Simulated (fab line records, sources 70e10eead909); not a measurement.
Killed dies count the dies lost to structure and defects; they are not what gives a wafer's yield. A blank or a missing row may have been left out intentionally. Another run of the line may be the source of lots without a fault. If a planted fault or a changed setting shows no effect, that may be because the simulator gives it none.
fab line records    flow nand_harc
record: lots: 13  wafers: 39  last_day: 24
route steps=1159 shown A_STAIRCASE@727 END@1159
lots untouched by any fault: they come from a run of this same line in which no faults occurred
start_h: hours from the record's first day to the start of the lot's first wafer shown    wait_h: how many hours have passed since the lot's step before this one    " repeats the value in the row above    L1.1+2: several wafers, shown together as one row    - value missing, or start not given    * or withheld: withheld    < > ~ a bound
route shown NAME@n: NAME is a module with steps in the file, n the number in the route of the first one    usual: mean/standard deviation taken from wafers without a fault    same: alike in all rows    chamber/n: place in a boat    sites: the reading at each site    _std_site: the values' standard deviation    _edge_site: inner sites' mean taken away from outer sites' mean    radius_mm: for every site, how far away it sits from the centre of the wafer    mask NAME#n: copy n    behind: the most recent tool/chamber to have shaped the wafer    hold: reason for holding the lot/hours on hold/outcome of the hold    device: names the non-switching transistor (n, p or np)    end of line: the tests these same wafers got at the end of their route    where a step has no rows: the recipe by itself    killed: the dies lost at the first sort to structure and to defects; this is not the yield of the wafer    map: a wafer's dies, marking killed ones x, the rest . and places with no die _
set.NAME: the setting the step ran with; set.NAME@STEP: the setting that earlier step ran with    model.NAME: the simulator's own value behind a step, which no gauge read
a sample of lots followed through the steps of the route, with each step as a table and each wafer as a row
services: from which hour (start_h, from the record's first day; less than 0 if before it) a tool's chamber was out of use, for how many hours, and why
== steps ==
step: NHARC_A_STAIRCASE_ETCH_444
recipe: target_depth_a: 1.02e+05  time_s: 3400  c4f8_flow_sccm: 20  o2_flow_sccm: 10  ar_flow_sccm: withheld  rf_w: 600  bias_w: 1000  chemistry: C4F8/O2
usual: oes_product_au: 0.938/0.022  rf_vpp_V: 807/6.7
lot.wafer  tool         chamber  start_h  wait_h  oes_product_au  rf_hours_counter_h  rf_vpp_V
L731.3     rie_diel-01  0        315.04   0.6     0.959           55                  797
L731.2     "            1        "        "       0.893           62                  804
L731.6     "            3        "        "       0.922           -                   803
L730.3     rie_diel-12  2        319.71   0.4     0.942           39                  799
L730.1     "            0        "        "       0.916           40                  815
L730.6     "            1        "        "       0.953           -                   804
L738.4     rie_diel-13  2        354.19   0.1     0.927           27                  798
L738.3     "            1        "        "       0.936           26                  812
L738.6     "            3        "        "       0.915           -                   811
L734.4     rie_diel-01  1        354.22   0.3     0.969           11                  803
L734.6     "            0        "        "       0.982           -                   815
L734.5     "            1        "        "       0.979           -                   805
L737.2     rie_diel-12  3        354.31   0.1     0.938           53                  800
L737.1     "            0        "        "       0.918           53                  816
L737.6     "            0        "        "       0.915           -                   814
L735.3     rie_diel-01  3        358.92   0.6     0.922           15                  802
L735.4     "            1        "        "       0.908           15                  803
L735.6     "            2        "        "       0.929           -                   814
L739.2     rie_diel-12  2        378.39   0.3     0.923           61                  798
L739.3     "            0        "        "       0.928           61                  816
L739.6     "            2        "        "       0.931           -                   798
L742.2     rie_diel-01  2        390.11   0.6     0.928           24                  814
L742.4     "            3        "        "       0.919           26                  801
L742.5     "            1        "        "       0.911           -                   803
L743.1     rie_diel-01  2        401.54   0.1     0.936           28                  816
L743.4     "            3        "        "       0.923           31                  801
L743.3     "            0        "        "       0.912           32                  814
L745.4     rie_diel-13  3        402.22   0.8     0.928           49                  810
L745.5     "            0        "        "       0.937           -                   814
L745.6     "            1        "        "       0.928           -                   811
L746.4     rie_diel-13  2        406.33   0.3     0.932           45                  799
L746.3     "            0        "        "       0.935           51                  814
L746.6     "            2        "        "       0.939           -                   797
L747.4     rie_diel-13  3        416.03   0.1     0.943           55                  811
L747.1     "            1        "        "       0.933           51                  810
L747.3     "            2        "        "       0.936           50                  799
L751.1     rie_diel-12  0        443.80   0.1     0.930           18                  814
L751.3     "            1        "        "       0.937           19                  802
L751.6     "            1        "        "       0.926           -                   803
step: NHARC_A_STAIRCASE_STRIP_446
recipe: power_w: 1500  temp_c: 250  chemistry: O2
usual: drypump_motor_current_A: 5.5/0.35  heater_power_w: 359/33  rf_refl_power_W: 13.6/1.1
lot.wafer  tool             chamber  start_h  wait_h  drypump_motor_current_A  heater_power_w  rf_hours_counter_h  rf_refl_power_W
L731.2     plasma_asher-01  0        316.88   0.1     5.0                      407             10                  -
L731.3     "                1        "        "       5.4                      335             -                   -
L731.6     "                0        "        "       5.0                      412             -                   -
L730.1     plasma_asher-01  0        321.73   0.0     5.0                      403             11                  -
L730.3     "                1        "        "       5.4                      342             -                   -
L730.6     "                1        "        "       5.4                      331             -                   -
L734.4     plasma_asher-01  0        356.38   0.2     5.0                      396             -                   13.6
L734.6     "                1        "        "       5.4                      334             -                   13.9
L734.5     "                0        "        "       5.0                      403             -                   14.0
L738.3     plasma_asher-02  1        356.53   0.1     5.9                      326             -                   -
L738.4     "                0        "        "       5.8                      357             -                   -
L738.6     "                0        "        "       5.8                      358             -                   -
L737.1     plasma_asher-01  0        356.55   0.0     5.0                      398             24                  14.5
L737.2     "                1        "        "       5.4                      334             24                  13.7
L737.6     "                1        "        "       5.4                      336             -                   12.7
L735.3     plasma_asher-01  1        361.04   0.1     5.4                      335             -                   -
L735.4     "                0        "        "       5.0                      413             -                   -
L735.6     "                1        "        "       5.3                      336             -                   -
L739.2     plasma_asher-02  0        380.64   0.3     5.8                      360             2                   -
L739.3     "                1        "        "       5.9                      340             -                   -
L739.6     "                1        "        "       5.9                      329             -                   -
L742.2     plasma_asher-01  0        391.92   0.1     5.0                      404             41                  14.0
L742.4     "                1        "        "       5.4                      326             -                   14.2
L742.5     "                1        "        "       5.4                      338             -                   14.6
L743.1     plasma_asher-02  0        403.84   0.1     5.8                      357             7                   14.8
L743.4     "                1        "        "       5.9                      323             -                   11.7
L743.3     "                0        "        "       5.8                      349             -                   14.1
L745.4     plasma_asher-01  0        403.91   0.2     5.0                      416             -                   -
L745.5     "                1        "        "       5.4                      333             -                   -
L745.6     "                0        "        "       5.0                      404             -                   -
L746.4     plasma_asher-01  0        408.71   0.4     5.0                      400             -                   14.9
L746.3     "                1        "        "       5.4                      339             -                   13.7
L746.6     "                0        "        "       5.0                      400             -                   13.9
L747.1     plasma_asher-01  1        418.33   0.1     5.4                      338             52                  -
L747.4     "                0        "        "       5.0                      408             -                   -
L747.3     "                1        "        "       5.4                      337             -                   -
L751.1     plasma_asher-02  1        446.05   0.1     5.9                      334             22                  -
L751.3     "                1        "        "       5.9                      326             -                   -
L751.6     "                0        "        "       5.8                      356             -                   -
step: NHARC_A_STAIRCASE_CMP_152
usual: motor_current_A: 12.2/1.3
lot.wafer  tool    chamber  start_h  wait_h  motor_current_A
L731.3     cmp-03  1        317.70   0.1     10.3
L731.2     "       0        "        "       12.1
L731.6     "       1        "        "       10.9
L730.1     cmp-02  1        322.60   0.1     13.1
L730.3     "       0        "        "       12.7
L730.6     "       1        "        "       13.3
L734.4     cmp-01  0        357.13   0.1     11.4
L734.5     "       3        "        "       11.4
L734.6     "       0        "        "       11.5
L738.3     cmp-01  2        357.32   0.1     12.0
L738.4     "       0        "        "       11.6
L738.6     "       3        "        "       11.9
L737.1     cmp-02  1        357.44   0.1     12.7
L737.2     "       2        "        "       10.7
L737.6     "       0        "        "       13.3
L735.3     cmp-02  1        361.92   0.1     13.5
L735.4     "       3        "        "       12.3
L735.6     "       2        "        "       10.6
L739.2     cmp-02  2        381.47   0.1     10.8
L739.3     "       1        "        "       13.1
L739.6     "       2        "        "       10.6
L742.2     cmp-03  3        392.83   0.1     11.5
L742.4     "       1        "        "       10.5
L742.5     "       3        "        "       11.1
L745.4     cmp-01  0        404.65   0.1     10.8
L745.5     "       3        "        "       11.8
L745.6     "       0        "        "       11.6
L743.4     cmp-03  1        404.66   0.1     10.7
L743.1     "       3        "        "       11.2
L743.3     "       0        "        "       11.9
L746.4     cmp-03  3        409.53   0.1     10.7
L746.3     "       0        "        "       11.7
L746.6     "       2        "        "       10.0
L747.1     cmp-02  1        419.18   0.1     13.2
L747.3     "       3        "        "       12.3
L747.4     "       0        "        "       13.0
L751.1     cmp-01  1        447.03   0.1     14.7
L751.3     "       2        "        "       12.9
L751.6     "       0        "        "       11.1
step: NHARC_A_STAIRCASE_DEP_471
recipe: target_thk_a: 1000  temp_c: 400  pressure_torr: 6.5  rf_w: 900  teos_flow_sccm: 161.4  flow_sccm: 2650  target_thk_nm: 100  gas: O2  material: SiO2
usual: heater_power_w: 540/76  mfc_precursor_sccm: 161.4/0.44  throttle_valve_pct: 16.0/0.7
lot.wafer  tool      chamber  start_h  wait_h  heater_power_w  mfc_precursor_sccm  throttle_valve_pct
L731.2     pecvd-04  2        318.83   -       461             161.8               15.9
L731.3     "         0        "        "       549             161.1               15.9
L731.6     "         1        "        "       558             161.5               16.4
L730.1     pecvd-01  2        323.69   -       532             161.6               15.1
L730.3     "         0        "        "       560             161.2               17.1
L730.6     "         0        "        "       564             161.5               17.0
L734.6     pecvd-04  1        358.77   -       588             161.7               16.8
L734.5     "         2        "        "       503             161.5               16.1
L734.4     "         0        "        "       559             162.2               15.5
L738.3     pecvd-04  2        360.50   -       485             161.8               15.9
L738.6     "         0        "        "       437             161.7               15.9
L738.4     "         1        "        "       563             161.6               16.5
L737.2     pecvd-01  0        360.51   -       550             162.0               17.4
L737.1     "         1        "        "       512             161.4               16.7
L737.6     "         2        "        "       457             162.2               15.0
L735.3     pecvd-01  0        363.05   -       530             161.5               17.1
L735.4     "         2        "        "       537             161.4               15.4
L735.6     "         1        "        "       558             161.9               16.6
L739.2     pecvd-02  1        382.63   -       454             161.2               15.5
L739.3     "         2        "        "       753             161.1               15.3
L739.6     "         1        "        "       449             161.5               15.4
L742.2     pecvd-01  1        393.96   -       591             183.3               16.8
L742.5     "         0        "        "       492             183.2               17.7
L742.4     "         2        "        "       518             181.9               15.2
L745.5     pecvd-01  1        405.84   -       505             182.6               17.0
L745.4     "         2        "        "       495             182.7               15.3
L745.6     "         0        "        "       595             182.7               17.7
L743.1     pecvd-01  2        406.29   -       534             182.2               15.6
L743.3     "         1        "        "       595             182.4               16.8
L743.4     "         1        "        "       574             182.9               17.1
L746.3     pecvd-04  2        410.65   -       481             161.8               16.2
L746.4     "         1        "        "       531             161.2               16.5
L746.6     "         2        "        "       494             161.7               16.2
L747.3     pecvd-02  2        420.28   -       750             161.6               15.1
L747.1     "         0        "        "       457             161.8               16.2
L747.4     "         1        "        "       485             161.1               15.5
L751.3     pecvd-02  2        448.37   -       723             161.4               15.2
L751.1     "         0        "        "       442             161.3               15.9
L751.6     "         1        "        "       585             160.9               15.3
step: NHARC_END_SORT_01
recipe: temp_c: 25
usual: killed_at_array: 26/9.7  killed_at_other: 1.0/1.2  killed_at_periphery: 3.9/2.6  killed_dies: 31/9.7  killed_open: 3.2/1.8  killed_short: 2.0/1.3
same: gross_dies: 677
lot.wafer  tool       chamber  start_h  wait_h  killed_at_array  killed_at_other  killed_at_periphery  killed_dies  killed_open  killed_short
L730.1     prober-02  0        452.79   2.5     21               1                4                    26           2            2
L730.3     prober-02  0        454.40   3.1     26               2                2                    30           4            1
L730.6     prober-02  0        456.81   4.0     26               1                3                    30           2            3
L738.3     prober-02  0        485.90   3.1     31               0                2                    33           5            2
L738.4     prober-02  0        486.71   3.4     30               0                3                    33           3            2
L738.6     prober-02  0        488.34   4.1     28               1                8                    37           4            2
L734.4     prober-01  0        490.92   3.4     19               1                4                    24           7            4
L734.5     prober-01  0        491.71   3.7     14               0                2                    16           0            3
L734.6     prober-01  0        492.51   4.0     11               0                4                    15           3            2
L737.1     prober-01  0        496.32   2.5     21               2                4                    27           7            2
L737.2     prober-01  0        497.11   2.8     33               1                0                    34           4            2
L737.6     prober-01  0        500.30   4.0     22               2                2                    26           1            0
L735.3     prober-02  0        501.45   3.1     13               0                1                    14           1            1
L735.4     prober-02  0        502.25   3.4     12               0                3                    15           2            2
L735.6     prober-02  0        503.84   4.0     13               0                1                    14           4            3
L739.2     prober-02  0        508.42   2.8     12               0                1                    13           2            1
L739.3     prober-02  0        509.21   3.1     18               3                4                    25           3            3
L739.6     prober-02  0        511.58   4.0     18               2                6                    26           3            5
L746.3     prober-02  0        551.65   3.1     14               0                7                    21           2            2
L746.4     prober-02  0        552.45   3.4     15               0                3                    18           1            1
L746.6     prober-02  0        554.04   4.0     20               0                6                    26           5            2
L751.1     prober-02  0        579.55   2.5     23               0                3                    26           3            2
L751.3     prober-02  0        581.13   3.1     33               0                4                    37           6            2
L751.6     prober-02  0        583.49   3.9     43               0                4                    47           8            2
killed by level:class
L730.1 A_CHANNEL_HOLE_D1:chamber_film_flake=13 A_CONTACT:chamber_film_flake=3 A_STAIRCASE:chamber_film_flake=2 P_GATE:geometric_particle:open=1 P_M0:geometric_particle:open=1 A_CHANNEL_FILL_D1:geometric_particle:short=1 P_STI:chamber_film_flake=1 P_CONTACT:chamber_film_flake=1
L730.3 A_CHANNEL_HOLE_D1:chamber_film_flake=14 A_CONTACT:chamber_film_flake=5 THIN_TSV:chamber_film_flake=2 P_BONDPAD:geometric_particle:open=1 A_ONON_D1:geometric_particle:open=1 A_CHANNEL_HOLE_D1:geometric_particle:open=1 A_CHANNEL_HOLE_D1:geometric_particle:short=1 A_CONTACT:geometric_particle:open=1
L730.6 A_CHANNEL_HOLE_D1:chamber_film_flake=13 A_STAIRCASE:chamber_film_flake=4 A_CONTACT:chamber_film_flake=2 P_CONTACT:geometric_particle:open=1 A_SOURCE_PLATE:geometric_particle:short=1 A_CHANNEL_FILL_D1:geometric_particle:short=1 A_WL_FILL:geometric_particle:short=1 A_CONTACT:geometric_particle:open=1
L738.3 A_CHANNEL_HOLE_D1:chamber_film_flake=16 A_CONTACT:chamber_film_flake=4 A_CHANNEL_FILL_D1:geometric_particle:open=2 P_M1:chamber_film_flake=2 A_STAIRCASE:chamber_film_flake=2 A_SOURCE_PLATE:geometric_particle:open=1 A_SOURCE_PLATE:geometric_particle:short=1 A_CONTACT:geometric_particle:short=1
L738.4 A_CHANNEL_HOLE_D1:chamber_film_flake=14 A_CONTACT:chamber_film_flake=8 P_M1:chamber_film_flake=3 A_CONTACT:geometric_particle:open=2 A_STAIRCASE:chamber_film_flake=2 A_CHANNEL_FILL_D1:geometric_particle:short=1 A_SGD_CUT:geometric_particle:open=1 A_WL_FILL:geometric_particle:short=1
L738.6 A_CHANNEL_HOLE_D1:chamber_film_flake=16 P_M1:chamber_film_flake=6 A_CONTACT:chamber_film_flake=4 A_M0:geometric_particle:open=2 A_WL_FILL:chamber_film_flake=2 P_GATE:geometric_particle:open=1 A_ONON_D1:geometric_particle:short=1 A_CHANNEL_HOLE_D1:geometric_particle:short=1
L734.4 A_CONTACT:chamber_film_flake=4 A_WL_FILL:geometric_particle:open=3 P_M1:chamber_film_flake=3 A_CHANNEL_HOLE_D1:chamber_film_flake=3 A_CHANNEL_HOLE_D1:geometric_particle:short=2 A_ZERO_WELL:chamber_film_flake=2 P_M1:geometric_particle:open=1 A_CHANNEL_HOLE_D1:geometric_particle:open=1
L734.5 A_CONTACT:chamber_film_flake=6 A_CHANNEL_HOLE_D1:chamber_film_flake=4 P_M1:chamber_film_flake=2 A_SOURCE_PLATE:geometric_particle:short=1 A_CHANNEL_FILL_D1:geometric_particle:short=1 A_WL_FILL:geometric_particle:short=1 A_STAIRCASE:chamber_film_flake=1
L734.6 A_CONTACT:chamber_film_flake=3 P_STI:chamber_film_flake=2 P_M1:chamber_film_flake=2 A_CHANNEL_HOLE_D1:geometric_particle:short=1 A_CHANNEL_FILL_D1:geometric_particle:open=1 A_WL_FILL:geometric_particle:short=1 A_CONTACT:geometric_particle:open=1 A_BLC:geometric_particle:open=1
L737.1 A_SLIT:chamber_film_flake=6 A_CONTACT:chamber_film_flake=5 P_CONTACT:geometric_particle:open=2 A_CHANNEL_HOLE_D1:chamber_film_flake=2 A_STAIRCASE:chamber_film_flake=2 THIN_TSV:chamber_film_flake=2 P_GATE:geometric_particle:open=1 A_SOURCE_PLATE:geometric_particle:open=1
L737.2 A_SLIT:chamber_film_flake=18 A_CHANNEL_HOLE_D1:chamber_film_flake=3 A_CONTACT:chamber_film_flake=3 A_STAIRCASE:chamber_film_flake=2 A_ONON_D1:geometric_particle:open=1 A_CHANNEL_FILL_D1:geometric_particle:open=1 A_CHANNEL_FILL_D1:geometric_particle:short=1 A_WL_FILL:geometric_particle:open=1
L737.6 A_SLIT:chamber_film_flake=10 A_STAIRCASE:chamber_film_flake=4 A_WL_FILL:chamber_film_flake=4 A_CHANNEL_HOLE_D1:chamber_film_flake=2 THIN_TSV:chamber_film_flake=2 A_SOURCE_PLATE:geometric_particle:open=1 P_ZERO_WELL:chamber_film_flake=1 P_GATE:chamber_film_flake=1
L735.3 A_CONTACT:chamber_film_flake=7 A_CHANNEL_HOLE_D1:chamber_film_flake=2 A_CHANNEL_FILL_D1:geometric_particle:short=1 A_BLC:geometric_particle:open=1 P_ZERO_WELL:chamber_film_flake=1 A_CHANNEL_FILL_D1:chamber_film_flake=1 A_STAIRCASE:chamber_film_flake=1
L735.4 A_CHANNEL_FILL_D1:chamber_film_flake=2 A_STAIRCASE:chamber_film_flake=2 A_CONTACT:chamber_film_flake=2 P_M0:geometric_particle:short=1 A_SOURCE_PLATE:geometric_particle:open=1 A_CONTACT:geometric_particle:open=1 A_CONTACT:geometric_particle:short=1 P_ZERO_WELL:chamber_film_flake=1
L735.6 A_CHANNEL_HOLE_D1:chamber_film_flake=4 A_CONTACT:geometric_particle:open=2 A_CONTACT:chamber_film_flake=2 P_M1:geometric_particle:open=1 A_ONON_D1:geometric_particle:short=1 A_CHANNEL_HOLE_D1:geometric_particle:short=1 A_BLC:geometric_particle:open=1 A_M0:geometric_particle:short=1
L739.2 A_CHANNEL_HOLE_D1:chamber_film_flake=5 A_CONTACT:chamber_film_flake=3 A_M0:geometric_particle:open=2 A_SOURCE_PLATE:geometric_particle:short=1 P_GATE:chamber_film_flake=1 A_CHANNEL_FILL_D1:chamber_film_flake=1
L739.3 A_CHANNEL_HOLE_D1:chamber_film_flake=6 P_STI:chamber_film_flake=3 A_STAIRCASE:chamber_film_flake=3 HYBRID_BOND:chamber_film_flake=3 A_CHANNEL_FILL_D1:chamber_film_flake=2 A_CONTACT:chamber_film_flake=2 P_M0:geometric_particle:open=1 A_CHANNEL_HOLE_D1:geometric_particle:short=1
L739.6 A_CONTACT:chamber_film_flake=6 A_CHANNEL_HOLE_D1:chamber_film_flake=4 P_CONTACT:chamber_film_flake=2 A_CHANNEL_FILL_D1:chamber_film_flake=2 P_M0:geometric_particle:short=1 P_M0:geometric_particle:open=1 P_M2:geometric_particle:short=1 A_CHANNEL_HOLE_D1:geometric_particle:open=1
L746.3 P_GATE:chamber_film_flake=4 A_CONTACT:chamber_film_flake=4 A_CHANNEL_HOLE_D1:chamber_film_flake=3 A_STAIRCASE:chamber_film_flake=2 A_M1:chamber_film_flake=2 P_CONTACT:geometric_particle:short=1 P_CONTACT:geometric_particle:open=1 A_CHANNEL_FILL_D1:geometric_particle:short=1
L746.4 A_CONTACT:chamber_film_flake=7 P_GATE:chamber_film_flake=3 A_CHANNEL_HOLE_D1:chamber_film_flake=2 A_STAIRCASE:chamber_film_flake=2 A_M0:geometric_particle:open=1 A_M0:geometric_particle:short=1 A_CHANNEL_FILL_D1:chamber_film_flake=1 A_M1:chamber_film_flake=1
L746.6 A_CHANNEL_HOLE_D1:chamber_film_flake=8 P_GATE:chamber_film_flake=4 A_STAIRCASE:chamber_film_flake=4 A_CONTACT:chamber_film_flake=3 A_CONTACT:geometric_particle:open=2 P_STI:geometric_particle:open=1 P_GATE:geometric_particle:open=1 A_SGD_CUT:geometric_particle:short=1
L751.1 A_SLIT:chamber_film_flake=14 A_WL_FILL:chamber_film_flake=3 P_CONTACT:geometric_particle:short=1 P_M1:geometric_particle:open=1 A_ONON_D1:geometric_particle:short=1 A_CHANNEL_FILL_D1:geometric_particle:open=1 A_BLC:geometric_particle:open=1 P_M0:chamber_film_flake=1
L751.3 A_SLIT:chamber_film_flake=21 A_CHANNEL_HOLE_D1:chamber_film_flake=5 A_CHANNEL_FILL_D1:geometric_particle:open=2 P_STI:geometric_particle:short=1 P_GATE:geometric_particle:open=1 P_CONTACT:geometric_particle:open=1 P_M0:geometric_particle:open=1 A_SOURCE_PLATE:geometric_particle:short=1
L751.6 A_SLIT:chamber_film_flake=24 A_CHANNEL_HOLE_D1:chamber_film_flake=7 A_WL_FILL:chamber_film_flake=3 P_M0:geometric_particle:open=2 A_SGD_CUT:geometric_particle:open=2 A_M0:geometric_particle:open=2 A_CONTACT:chamber_film_flake=2 P_M2:geometric_particle:short=1
== services ==
tool             chamber  start_h  hours  kind
cmp-03           -        300.70   0.5    repair
cmp-02           -        312.26   4.7    repair
rie_diel-01      -        316.00   9.0    pm
cmp-01           -        316.73   0.6    repair
cmp-01           -        317.53   0.3    repair
cmp-02           -        324.50   4.0    pm
cmp-03           -        348.76   0.5    repair
cmp-03           -        351.99   30.9   repair
plasma_asher-02  -        360.00   9.0    pm
rie_diel-01      1        369.10   7.0    repair
cmp-01           -        375.60   4.0    pm
pecvd-04         -        376.11   13.0   pm
rie_diel-12      -        379.58   9.0    pm
cmp-01           -        380.03   0.7    repair
cmp-03           -        382.90   4.0    pm
cmp-03           -        388.46   1.7    repair
plasma_asher-02  -        389.79   7.0    repair
cmp-02           -        390.57   0.7    repair
cmp-02           -        404.12   11.9   repair
rie_diel-01      1        414.49   3.9    repair
pecvd-04         0        416.91   15.0   repair
pecvd-01         -        418.20   13.0   pm
cmp-02           -        422.50   4.0    pm
rie_diel-12      0        424.00   7.0    repair
== key ==
first_sign: step: NHARC_A_STAIRCASE_DEP_471  reading: mfc_precursor_sccm  direction: up  sigmas: 48  usual: 161.4  struck: 182.7
effect none on later readings
met_at NHARC_A_STAIRCASE_DEP_471
struck_lots L742,L743,L745
tester_left_out L742,L743,L745
not_acting_at NHARC_A_STAIRCASE_ETCH_444,NHARC_A_STAIRCASE_STRIP_446,NHARC_A_STAIRCASE_CMP_152
onset_between 363.05 393.96
fault: kind: process_parameter_drift  tool: pecvd-01  chamber: -  onset_h: 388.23  steps: NHARC_A_STAIRCASE_DEP_471  channel: teos_flow_sccm  offset: *  shape: step  end_h: 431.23  acts_in: *  stated: *
tester_left_out: of these lots the tester's yield and bins aren't shown, on N5 and GAA mostly nor the transistor test; their killed dies are dies lost to structure and defects alone, not to doping, threshold or leakage, so they don't give the yield
